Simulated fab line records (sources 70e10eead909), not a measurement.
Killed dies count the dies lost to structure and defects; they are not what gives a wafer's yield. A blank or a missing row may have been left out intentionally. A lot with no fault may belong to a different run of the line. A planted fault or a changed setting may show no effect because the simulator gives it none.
Matching of chambers | flow nand harc | NHARC_A_WL_FILL_ALD_02 on ald metal-01: 4 sister chambers
The step deposits TiN, target thk 2 nm, pulse time 3 s, ald cycles 100. 7 wafers are shown with their chamber, then 7 later ones without.

== EACH WAFER AND ITS CHAMBER ==
wafer  | chamber | heater power w (W) | precursor pulse height rel
L080.2 | 1       | 1096               | 0.994
L081.5 | 2       | 1161               | 1.021
L082.3 | 3       | 1096               | 1.009
L082.5 | 3       | 1112               | 1.001
L082.6 | 0       | 974                | 0.978
L089.2 | 2       | 1163               | 0.982
L089.4 | 0       | 968                | 0.985

== WAFERS WITH NO CHAMBER GIVEN ==
wafer  | heater power w (W) | precursor pulse height rel
L089.5 | 958                | 1.013
L088.1 | 971                | 0.971
L088.2 | 1174               | 0.973
L088.5 | 1096               | 1.011
L091.2 | 952                | 1.001
L091.3 | 1163               | 0.996
L091.6 | 1193               | 1.035

== EACH ONE'S CHAMBER ==
wafer  | from the rows above     | in truth
L089.5 | 0                       | 0
L088.1 | 0                       | 0
L088.2 | 2                       | 2
L088.5 | can't be placed: 1 or 3 | 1
L091.2 | 0                       | 0
L091.3 | 2                       | 2
L091.6 | 2                       | 2
Correct placement for 6 of the 7. Can't be placed from these rows: 1 (the true chamber is among the candidates in 1). 0 placed wrongly.
How it was worked out, from the rows above alone: a wafer's distance from a chamber is the root of the sum, over the readings, of the square of ((its reading less the chamber's mean) divided by the reading's scatter). If the next closest chamber is less than 2 further off than the closest, the wafer can't be placed; otherwise it belongs to the closest. Each chamber's mean is taken over the wafers shown for it. The scatter: the root of (the sum of the squares of (reading less its chamber's mean) over the shown wafers, divided by (wafers less chambers)).
